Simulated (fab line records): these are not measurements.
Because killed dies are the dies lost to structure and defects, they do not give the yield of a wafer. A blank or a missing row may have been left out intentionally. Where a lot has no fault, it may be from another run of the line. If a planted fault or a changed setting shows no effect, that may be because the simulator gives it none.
fab line records | flow n5-finfet
[record] lots = 24 wafers = 72 last-day = 18
route steps=1938 shown BEOL_M2@929 BEOL_M3@979
lots that met no fault: taken from a fault-free run of the same line
start-h: hours from the record's first day to the start of the lot's first wafer shown | wait-h: hours since the lot's step before | " the same as in the row above | L1.1+2: one row covering several wafers at once | - no value, or no start given | * or withheld: withheld | < > ~ a bound
route shown NAME@n: names a module that has steps shown in the file, with the first one's number in the route | usual: mean and standard deviation over wafers with no fault | same: alike in all rows | chamber/n: place in a boat | sites: each site's reading | _std_site: the standard deviation of these | _edge_site: mean of outer sites minus mean of inner sites | radius-mm: for every site, how far away it sits from the centre of the wafer | mask NAME#n: copy n | behind: tool/chamber where the wafer was last shaped | hold: cause of the lot's hold/its duration in hours/its outcome | device: which transistor (n, p or np) failed to switch | end of line: the tests these same wafers got at the end of their route | step lacking rows: just its recipe | killed: dies that structure and defects cost at the first sort, which is not the same as the wafer's yield | map: dies across one wafer; x = killed, . = not, _ = none there
set.NAME: setting as actually run; set.NAME@STEP: the setting as run at that earlier step | model.NAME: the simulator's own value behind a step, which no gauge read
one table for each step of the route and one row for each wafer, over a sample of lots
services: the hour from which a tool's chamber was out of use, counted from the record's first day as start-h (under 0 if before that day), plus the number of hours and why
[[steps]]
[step N5_BEOL_M2_RS_MEAS_58]
[recipe] thk-meas-gauge = four-point-probe reads = Co_of_BEOL_M2_CO_CAP_55+Cu_of_BEOL_M2_ECD_50+Co_of_BEOL_M2_CVD_47+TaN_of_BEOL_M2_ALD_84
[usual] M2_RS = 0.67/0.03
// columns lot.wafer tool chamber start-h wait-h M2_RS[ohm/sq]
L074.2 film-metro-02 - 137.42 0.1 0.64
L074.3 " - " " 0.69
L074.4 " - " " 0.67
L075.2 film-metro-02 - 145.16 0.1 0.65
L075.4 " - " " 0.66
L075.5 " - " " 0.68
L076.1 film-metro-02 - 152.57 0.0 0.62
L076.3 " - " " 0.65
L076.4 " - " " 0.66
L077.1 film-metro-02 - 155.31 0.0 0.65
L077.4 " - " " 0.71
L077.6 " - " " 0.66
L078.1 film-metro-01 - 159.05 0.0 0.69
L078.3 " - " " 0.70
L078.6 " - " " 0.73
L079.1 film-metro-02 - 168.11 0.0 0.71
L079.3 " - " " 0.70
L079.5 " - " " 0.69
L080.1 film-metro-01 - 171.72 0.0 0.61
L080.2 " - " " 0.69
L080.4 " - " " 0.65
L081.1 film-metro-01 - 185.30 0.0 0.67
L081.2 " - " " 0.72
L081.3 " - " " 0.72
L082.1 film-metro-02 - 195.97 0.0 0.76
L082.2 " - " " 0.67
L082.6 " - " " 0.72
L083.1 film-metro-02 - 213.31 0.0 0.69
L083.2 " - " " 0.65
L083.4 " - " " 0.69
L084.1 film-metro-02 - 214.90 0.1 0.64
L084.3 " - " " 0.69
L084.6 " - " " 0.64
L085.2 film-metro-02 - 217.83 0.1 0.67
L085.3 " - " " 0.68
L085.6 " - " " 0.68
L086.2 film-metro-02 - 219.10 0.1 0.62
L086.3 " - " " 0.71
L086.4 " - " " 0.65
L088.1 film-metro-01 - 224.02 0.0 0.67
L088.2 " - " " 0.63
L088.5 " - " " 0.61
L087.2 film-metro-01 - 225.79 0.1 0.68
L087.4 " - " " 0.69
L087.6 " - " " 0.66
L089.1 film-metro-02 - 233.09 0.0 0.64
L089.5 " - " " 0.65
L089.6 " - " " 0.68
L090.1 film-metro-02 - 235.60 0.0 0.64
L090.3 " - " " 0.65
L090.5 " - " " 0.65
L091.2 film-metro-02 - 239.71 0.1 0.67
L091.3 " - " " 0.68
L091.4 " - " " 0.65
L092.1 film-metro-02 - 254.99 0.0 0.64
L092.2 " - " " 0.66
L092.5 " - " " 0.63
L094.2 film-metro-01 - 262.18 0.1 0.71
L094.5 " - " " 0.67
L094.6 " - " " 0.73
L093.2 film-metro-02 - 267.83 0.1 0.66
L093.4 " - " " 0.66
L093.6 " - " " 0.65
L095.1 film-metro-01 - 279.22 0.0 0.70
L095.3 " - " " 0.66
L095.4 " - " " 0.67
L096.1 film-metro-01 - 279.34 0.0 0.60
L096.2 " - " " 0.66
L096.3 " - " " 0.66
L097.1 film-metro-02 - 282.82 0.0 0.67
L097.4 " - " " 0.61
L097.5 " - " " 0.64
[step N5_BEOL_M3_STRIP_36]
[recipe] chemistry = N2/H2 power-w = 450 temp-c = 40 pressure-mtorr = 20 rf-frequency-hz = 6e+07 overash-fraction = 0.3 bias-power-w = 7 h2-frac = 0.5 n2-flow-sccm = 200 h2-flow-sccm = 200
[usual] drypump-motor-current-A = 5.6/0.52 oes-product-au = 0.79/0.091 rf-vpp-V = 59.1/1.5 showerhead-plenum-p-Torr = 2.59/0.11 throttle-valve-pct = 23.7/0.4
// columns lot.wafer tool chamber start-h wait-h drypump-motor-current-A oes-product-au rf-hours-counter-h rf-vpp-V showerhead-plenum-p-Torr throttle-valve-pct
L074.2 rie-diel-02 3 140.83 0.0 5.5 0.76 140 58.9 2.65 23.8
L074.3 " 1 " " 5.6 0.69 239 59.4 2.40 24.5
L074.4 " 0 " " 5.2 0.75 - 57.5 2.64 23.6
L075.2 rie-diel-02 3 151.95 0.0 5.5 0.76 142 60.2 2.65 23.8
L075.4 " 0 " " 5.2 0.74 - 59.4 2.63 23.7
L075.5 " 3 " " 5.5 0.74 - 61.0 2.65 23.8
L076.1 rie-diel-02 0 157.57 0.0 5.2 0.74 148 61.2 2.63 23.7
L076.3 " 3 " " 5.5 0.76 144 57.3 2.65 23.8
L076.4 " 1 " " 5.7 0.69 - 59.1 2.40 24.5
L077.1 rie-diel-05 2 161.91 0.0 5.0 0.73 186 59.7 2.65 24.6
L077.4 " 2 " " 5.0 0.73 - 58.0 2.65 24.6
L077.6 " 3 " " 5.6 0.74 - 61.2 2.66 23.6
L078.1 rie-diel-02 3 163.70 0.0 5.5 0.74 147 58.5 2.65 23.8
L078.3 " 0 " " 5.2 0.74 150 60.2 2.63 23.6
L078.6 " 3 " " 5.5 0.74 - 59.4 2.65 23.8
L079.1 rie-diel-06 1 170.98 0.0 6.6 0.87 34 60.9 2.70 23.3
L079.3 " 2 " " 5.9 0.68 239 58.5 2.50 24.0
L079.5 " 0 " " 5.2 0.74 - 59.8 2.42 23.4
L080.1 rie-diel-05 1 177.48 0.0 5.7 0.88 49 62.0 2.58 23.9
L080.2 " 2 " " 5.0 0.72 192 59.1 2.65 24.6
L080.4 " 0 " " 6.2 0.72 220 58.8 2.40 23.9
L081.1 rie-diel-06 2 192.03 0.0 5.9 0.66 245 58.6 2.50 24.0
L081.2 " 0 " " 5.1 0.73 158 57.2 2.42 23.4
L081.3 " 1 " " 6.6 0.87 40 57.0 2.70 23.3
L082.1 rie-diel-02 0 207.24 0.0 5.2 0.74 163 60.4 2.63 23.7
L082.2 " 2 " " 5.0 0.96 13 58.3 2.70 23.1
L082.6 " 2 " " 5.0 0.95 - 58.8 2.70 23.1
L083.1 rie-diel-05 3 217.74 0.0 5.6 0.73 176 60.2 2.65 23.6
L083.2 " 1 " " 5.7 0.86 59 59.4 2.57 23.9
L083.4 " 0 " " 6.1 0.71 229 57.3 2.40 23.9
L084.1 rie-diel-02 0 223.55 0.0 5.2 0.74 170 59.2 2.62 23.7
L084.3 " 1 " " 5.7 0.97 13 61.5 2.71 24.4
L084.6 " 1 " " 5.7 0.97 - 58.8 2.72 24.4
L085.2 rie-diel-05 2 224.36 0.0 5.0 0.71 205 60.6 2.64 24.6
L085.3 " 3 " " 5.6 0.72 178 56.1 2.65 23.6
L085.6 " 3 " " 5.6 0.73 - 59.9 2.65 23.6
L086.2 rie-diel-06 1 228.34 0.0 6.6 0.86 52 60.3 2.69 23.4
L086.3 " 3 " " 6.4 0.72 170 57.8 2.63 23.7
L086.4 " 0 " " 5.1 0.73 170 57.8 2.41 23.4
L088.1 rie-diel-06 3 231.37 0.0 6.5 0.72 170 59.3 2.63 23.7
L088.2 " 0 " " 5.1 0.72 171 55.8 2.41 23.4
L088.5 " 1 " " 6.6 0.85 - 57.3 2.69 23.3
L087.2 rie-diel-06 3 231.73 0.0 6.5 0.73 170 59.5 2.63 23.7
L087.4 " 2 " " 5.9 0.95 2 61.3 2.49 23.6
L087.6 " 0 " " 5.1 0.73 - 57.8 2.41 23.4
L089.1 rie-diel-06 2 238.13 0.0 5.9 0.93 4 60.5 2.49 23.6
L089.5 " 3 " " 6.5 0.71 - 58.8 2.63 23.7
L089.6 " 2 " " 5.9 0.94 - 61.4 2.49 23.6
L090.1 rie-diel-02 1 238.61 0.0 5.6 0.95 18 57.4 2.71 24.4
L090.3 " 0 " " 5.2 0.73 175 61.1 2.62 23.7
L090.5 " 3 " " 5.5 0.74 - 57.5 2.64 23.8
L091.2 rie-diel-05 2 263.24 0.0 5.0 0.70 215 57.9 2.64 24.6
L091.3 " 3 " " 5.6 0.72 188 60.4 2.64 23.7
L091.4 " 1 " " 5.7 0.85 71 60.2 2.57 23.9
L092.1 rie-diel-02 0 268.02 0.0 5.2 0.73 182 57.6 2.62 23.7
L092.2 " 3 " " 5.5 0.73 176 61.1 2.63 23.8
L092.5 " 1 " " 5.6 0.94 - 61.9 2.71 24.4
L094.2 rie-diel-06 2 268.42 0.0 5.9 0.91 13 55.9 2.49 23.6
L094.5 " 2 " " 5.9 0.92 - 59.0 2.49 23.6
L094.6 " 3 " " 6.4 0.72 - 59.6 2.63 23.7
L093.2 rie-diel-06 2 271.94 0.0 5.9 0.91 14 57.0 2.49 23.6
L093.4 " 3 " " 6.4 0.71 184 61.1 2.63 23.7
L093.6 " 0 " " 5.2 0.73 - 58.6 2.41 23.4
L095.1 rie-diel-02 1 284.35 0.0 5.7 0.93 30 58.9 2.71 24.5
L095.3 " 0 " " 5.2 0.72 187 59.1 2.62 23.7
L095.4 " 2 " " 5.0 0.91 31 57.9 2.69 23.1
L096.1 rie-diel-02 0 288.48 0.0 5.2 0.72 188 60.6 2.62 23.7
L096.2 " 1 " " 5.6 0.94 31 57.4 2.71 24.4
L096.3 " 3 " " 5.5 0.73 181 57.8 2.63 23.9
L097.1 rie-diel-06 2 288.61 0.0 5.9 0.90 19 58.1 2.49 23.6
L097.4 " 1 " " 6.6 0.82 69 57.9 2.69 23.4
L097.5 " 3 " " 6.5 0.72 - 59.8 2.63 23.7
[step N5_BEOL_M3_PRE_CLEAN_45]
[recipe] gas = H2/He time-s = 30 temp-c = 250
[usual] heater-power-w = 334/33
// columns lot.wafer tool chamber start-h wait-h heater-power-w
L074.2 pvd-sputter-01 - 141.79 0.0 346
L074.3 " - " " 294
L074.4 " - " " 360
L075.2 pvd-sputter-02 - 152.81 0.0 315
L075.4 " - " " 311
L075.5 " - " " 335
L076.1 pvd-sputter-01 - 159.08 0.0 295
L076.3 " - " " 291
L076.4 " - " " 368
L077.1 pvd-sputter-02 - 162.56 0.0 338
L077.4 " - " " 361
L077.6 " - " " 314
L078.1 pvd-sputter-03 - 164.13 0.0 402
L078.3 " - " " 385
L078.6 " - " " 329
L079.1 pvd-sputter-01 - 171.77 0.0 296
L079.3 " - " " 285
L079.5 " - " " 333
L080.1 pvd-sputter-02 - 179.12 0.0 354
L080.2 " - " " 315
L080.4 " - " " 329
L081.1 pvd-sputter-03 - 192.91 0.0 404
L081.2 " - " " 382
L081.3 " - " " 352
L082.1 pvd-sputter-01 - 207.94 0.0 345
L082.2 " - " " 303
L082.6 " - " " 286
L083.1 pvd-sputter-03 - 218.78 0.0 344
L083.2 " - " " 325
L083.4 " - " " 381
L084.1 pvd-sputter-02 - 224.44 0.0 358
L084.3 " - " " 309
L084.6 " - " " 315
L085.2 pvd-sputter-01 - 224.94 0.0 288
L085.3 " - " " 369
L085.6 " - " " 343
L086.2 pvd-sputter-03 - 229.05 0.0 328
L086.3 " - " " 403
L086.4 " - " " 347
L088.1 pvd-sputter-02 - 232.14 0.0 339
L088.2 " - " " 308
L088.5 " - " " 341
L087.2 pvd-sputter-01 - 232.27 0.0 339
L087.4 " - " " 296
L087.6 " - " " 333
L089.1 pvd-sputter-02 - 238.60 0.0 314
L089.5 " - " " 308
L089.6 " - " " 356
L090.1 pvd-sputter-01 - 239.40 0.0 291
L090.3 " - " " 305
L090.5 " - " " 336
L091.2 pvd-sputter-02 - 264.06 0.0 309
L091.3 " - " " 340
L091.4 " - " " 311
L092.1 pvd-sputter-02 - 268.82 0.0 311
L092.2 " - " " 344
L092.5 " - " " 358
L094.2 pvd-sputter-01 - 269.44 0.0 339
L094.5 " - " " 337
L094.6 " - " " 297
L093.2 pvd-sputter-03 - 272.62 0.0 352
L093.4 " - " " 319
L093.6 " - " " 378
L095.1 pvd-sputter-01 - 285.03 0.0 337
L095.3 " - " " 285
L095.4 " - " " 359
L096.1 pvd-sputter-01 - 289.67 0.0 299
L096.2 " - " " 362
L096.3 " - " " 330
L097.1 pvd-sputter-01 - 289.75 0.0 370
L097.4 " - " " 334
L097.5 " - " " 299
[step N5_BEOL_M3_ALD_84]
[recipe] material = TaN target-thk-a = * temp-c = 275 ald-precursor-family = PDMAT ald-co-reactant = NH3 pressure-torr = 3 carrier-flow-sccm = 1500 pulse-time-s = 2 purge-time-s = 3 co-reactant-purge-time-s = 2 co-reactant-pulse-time-s = 3 ald-cycles = 30 precursor-vessel-temp-c = 75 precursor-vessel-pressure-torr = 26.25 precursor-vessel-carrier-sccm = 1000
[usual] heater-power-outer-w = 230/25 heater-power-w = 418/37
// columns lot.wafer tool chamber start-h wait-h heater-power-outer-w heater-power-w
L074.2 ald-metal-04 2 141.85 0.0 257 443
L074.3 " 0 " " 227 427
L074.4 " 1 " " 224 438
L075.2 ald-metal-04 0 152.87 0.0 221 429
L075.4 " 2 " " 268 428
L075.5 " 2 " " 256 439
L076.1 ald-metal-02 3 159.16 0.1 260 485
L076.3 " 1 " " 216 416
L076.4 " 0 " " 183 359
L077.1 ald-metal-03 3 162.62 0.0 262 485
L077.4 " 0 " " 231 438
L077.6 " 2 " " 249 416
L078.1 ald-metal-02 2 164.19 0.0 227 407
L078.3 " 1 " " 221 404
L078.6 " 0 " " 188 354
L079.1 ald-metal-04 0 171.85 0.1 222 419
L079.3 " 2 " " 265 432
L079.5 " 0 " " 228 430
L080.1 ald-metal-02 1 179.18 0.0 215 412
L080.2 " 0 " " 184 364
L080.4 " 2 " " 223 416
L081.1 ald-metal-03 1 192.97 0.0 191 366
L081.2 " 0 " " 237 425
L081.3 " 2 " " 248 425
L082.1 ald-metal-02 3 208.01 0.1 258 474
L082.2 " 1 " " 222 414
L082.6 " 1 " " 220 411
L083.1 ald-metal-03 0 218.84 0.0 233 421
L083.2 " 3 " " 256 477
L083.4 " 1 " " 194 368
L084.1 ald-metal-04 1 224.52 0.1 233 425
L084.3 " 3 " " 219 382
L084.6 " 3 " " 221 389
L085.2 ald-metal-04 1 225.09 0.1 237 435
L085.3 " 0 " " 228 422
L085.6 " 3 " " 224 378
L086.2 ald-metal-03 1 229.19 0.1 187 350
L086.3 " 0 " " 237 422
L086.4 " 3 " " 263 475
L088.1 ald-metal-04 0 232.40 0.2 226 421
L088.2 " 3 " " 218 391
L088.5 " 2 " " 265 434
L087.2 ald-metal-03 2 232.40 0.1 251 415
L087.4 " 3 " " 259 472
L087.6 " 0 " " 235 424
L089.1 ald-metal-04 0 238.79 0.2 231 424
L089.5 " 2 " " 256 442
L089.6 " 1 " " 234 413
L090.1 ald-metal-04 2 239.52 0.1 256 420
L090.3 " 0 " " 229 436
L090.5 " 1 " " 228 421
L091.2 ald-metal-04 3 264.12 0.0 221 387
L091.3 " 0 " " 232 436
L091.4 " 1 " " 232 429
L092.1 ald-metal-02 1 268.88 0.0 226 408
L092.2 " 0 " " 183 363
L092.5 " 2 " " 225 410
L094.2 ald-metal-02 1 269.50 0.0 224 415
L094.5 " 3 " " 256 481
L094.6 " 0 " " 181 356
L093.2 ald-metal-02 3 272.68 0.0 258 490
L093.4 " 0 " " 184 364
L093.6 " 0 " " 188 362
L095.1 ald-metal-04 3 285.11 0.1 220 389
L095.3 " 1 " " 229 422
L095.4 " 0 " " 226 421
L096.1 ald-metal-04 2 289.73 0.0 263 441
L096.2 " 0 " " 226 433
L096.3 " 3 " " 218 388
L097.1 ald-metal-02 3 289.81 0.0 256 489
L097.4 " 2 " " 219 415
L097.5 " 3 " " 265 476
[step N5_BEOL_M3_SPUTTER_81]
[recipe] material = Cu target-thk-a = 45 temp-c = -20 chamber-pressure-pa = 0.07 power-w = withheld time-s = 8.29
[usual] throttle-valve-pct = 30.1/1.4
// columns lot.wafer tool chamber start-h wait-h throttle-valve-pct
L074.2 pvd-sputter-03 - 143.44 0.1 30.3
L074.3 " - " " 32.4
L074.4 " - " " 28.2
L075.2 pvd-sputter-03 - 154.82 0.1 32.4
L075.4 " - " " 32.4
L075.5 " - " " 30.3
L076.1 pvd-sputter-03 - 161.95 0.1 30.0
L076.3 " - " " 32.0
L076.4 " - " " 30.5
L077.1 pvd-sputter-02 - 163.64 0.1 31.5
L077.4 " - " " 27.9
L077.6 " - " " 30.1
L078.1 pvd-sputter-02 - 165.76 0.1 28.0
L078.3 " - " " 30.1
L078.6 " - " " 31.0
L079.1 pvd-sputter-03 - 173.00 0.1 32.4
L079.3 " - " " 29.5
L079.5 " - " " 29.7
L080.1 pvd-sputter-02 - 180.10 0.1 29.8
L080.2 " - " " 31.5
L080.4 " - " " 28.0
L081.1 pvd-sputter-02 - 195.44 0.1 29.7
L081.2 " - " " 31.5
L081.3 " - " " 31.8
L082.1 pvd-sputter-02 - 209.14 0.1 30.0
L082.2 " - " " 31.4
L082.6 " - " " 31.0
L083.1 pvd-sputter-03 - 219.87 0.1 28.1
L083.2 " - " " 30.4
L083.4 " - " " 29.7
L084.1 pvd-sputter-03 - 225.51 0.1 28.3
L084.3 " - " " 30.4
L084.6 " - " " 30.2
L085.2 pvd-sputter-03 - 227.35 0.1 32.5
L085.3 " - " " 29.6
L085.6 " - " " 30.3
L086.2 pvd-sputter-02 - 230.20 0.1 27.8
L086.3 " - " " 30.0
L086.4 " - " " 31.0
L088.1 pvd-sputter-01 - 233.28 0.1 29.1
L088.2 " - " " 31.5
L088.5 " - " " 30.1
L087.2 pvd-sputter-03 - 233.35 0.1 29.3
L087.4 " - " " 30.4
L087.6 " - " " 30.3
L089.1 pvd-sputter-02 - 239.77 0.1 28.1
L089.5 " - " " 28.0
L089.6 " - " " 31.3
L090.1 pvd-sputter-01 - 240.52 0.1 30.0
L090.3 " - " " 31.2
L090.5 " - " " 29.2
L091.2 pvd-sputter-01 - 265.76 0.1 31.6
L091.3 " - " " 31.2
L091.4 " - " " 29.1
L092.1 pvd-sputter-02 - 269.82 0.1 29.9
L092.2 " - " " 30.9
L092.5 " - " " 28.0
L094.2 pvd-sputter-02 - 271.66 0.1 27.9
L094.5 " - " " 31.6
L094.6 " - " " 31.2
L093.2 pvd-sputter-01 - 273.72 0.1 31.3
L093.4 " - " " 28.8
L093.6 " - " " 29.0
L095.1 pvd-sputter-02 - 286.08 0.1 28.2
L095.3 " - " " 30.9
L095.4 " - " " 31.2
L096.1 pvd-sputter-01 - 290.62 0.1 29.1
L096.2 " - " " 31.4
L096.3 " - " " 31.1
L097.1 pvd-sputter-02 - 290.76 0.1 29.8
L097.4 " - " " 31.5
L097.5 " - " " 30.0
[step N5_BEOL_M3_ANNEAL_95]
[recipe] temp-c = 400 time-s = 240 ambient = vacuum
[usual] heater-power-w = 854/86
// columns lot.wafer tool chamber start-h wait-h heater-power-w
L074.2 pvd-sputter-03 - 144.62 0.0 823
L074.3 " - " " 1017
L074.4 " - " " 979
L075.2 pvd-sputter-03 - 156.00 0.0 1017
L075.4 " - " " 1037
L075.5 " - " " 804
L076.1 pvd-sputter-03 - 163.13 0.0 799
L076.3 " - " " 1013
L076.4 " - " " 803
L077.1 pvd-sputter-02 - 164.82 0.0 792
L077.4 " - " " 834
L077.6 " - " " 914
L078.1 pvd-sputter-02 - 166.94 0.0 857
L078.3 " - " " 912
L078.6 " - " " 774
L079.1 pvd-sputter-03 - 174.18 0.0 1009
L079.3 " - " " 871
L079.5 " - " " 859
L080.1 pvd-sputter-02 - 181.28 0.0 890
L080.2 " - " " 777
L080.4 " - " " 825
L081.1 pvd-sputter-02 - 196.62 0.0 906
L081.2 " - " " 774
L081.3 " - " " 755
L082.1 pvd-sputter-02 - 210.32 0.0 903
L082.2 " - " " 797
L082.6 " - " " 769
L083.1 pvd-sputter-03 - 221.05 0.0 977
L083.2 " - " " 799
L083.4 " - " " 870
L084.1 pvd-sputter-03 - 226.69 0.0 977
L084.3 " - " " 822
L084.6 " - " " 801
L085.2 pvd-sputter-03 - 228.53 0.0 1023
L085.3 " - " " 886
L085.6 " - " " 820
L086.2 pvd-sputter-02 - 231.38 0.0 847
L086.3 " - " " 892
L086.4 " - " " 778
L088.1 pvd-sputter-01 - 234.46 0.0 747
L088.2 " - " " 693
L088.5 " - " " 929
L087.2 pvd-sputter-03 - 234.53 0.0 880
L087.4 " - " " 832
L087.6 " - " " 821
L089.1 pvd-sputter-02 - 240.95 0.0 848
L089.5 " - " " 838
L089.6 " - " " 772
L090.1 pvd-sputter-01 - 241.70 0.0 918
L090.3 " - " " 707
L090.5 " - " " 740
L091.2 pvd-sputter-01 - 266.94 0.0 838
L091.3 " - " " 740
L091.4 " - " " 738
L092.1 pvd-sputter-02 - 271.00 0.0 899
L092.2 " - " " 774
L092.5 " - " " 858
L094.2 pvd-sputter-02 - 272.84 0.0 843
L094.5 " - " " 783
L094.6 " - " " 774
L093.2 pvd-sputter-01 - 274.90 0.0 850
L093.4 " - " " 764
L093.6 " - " " 732
L095.1 pvd-sputter-02 - 287.26 0.0 825
L095.3 " - " " 752
L095.4 " - " " 784
L096.1 pvd-sputter-01 - 291.80 0.0 732
L096.2 " - " " 837
L096.3 " - " " 718
L097.1 pvd-sputter-02 - 291.94 0.0 925
L097.4 " - " " 789
L097.5 " - " " 871
[[services]]
// columns tool chamber start-h hours kind
rie-diel-02 2 118.32 7.8 repair
rie-diel-02 2 131.09 - clean
rie-diel-02 2 131.09 - consumable-replace:focus-ring
rie-diel-02 2 131.09 - consumable-replace:showerhead
rie-diel-02 2 131.09 30.9 scheduled-down
rie-diel-02 2 131.09 30.9 vent-cycle
ald-metal-04 - 132.97 2.8 pm
rie-diel-02 3 144.57 4.2 repair
ald-metal-02 - 154.11 1.4 repair
rie-diel-02 - 154.97 0.8 repair
rie-diel-05 0 160.21 8.9 repair
rie-diel-02 1 171.41 - clean
rie-diel-02 1 171.41 - consumable-replace:focus-ring
rie-diel-02 1 171.41 - consumable-replace:showerhead
rie-diel-02 1 171.41 14.4 scheduled-down
ald-metal-02 - 182.34 0.3 repair
rie-diel-02 2 209.65 5.9 repair
rie-diel-06 - 213.63 0.3 repair
ald-metal-02 - 220.53 14.6 pm
ald-metal-03 - 234.39 8.7 pm
ald-metal-02 1 241.83 1.8 repair
ald-metal-03 3 243.38 8.7 repair
rie-diel-06 2 290.72 8.7 repair
ald-metal-03 0 291.00 3.5 repair
[[key]]
fault none
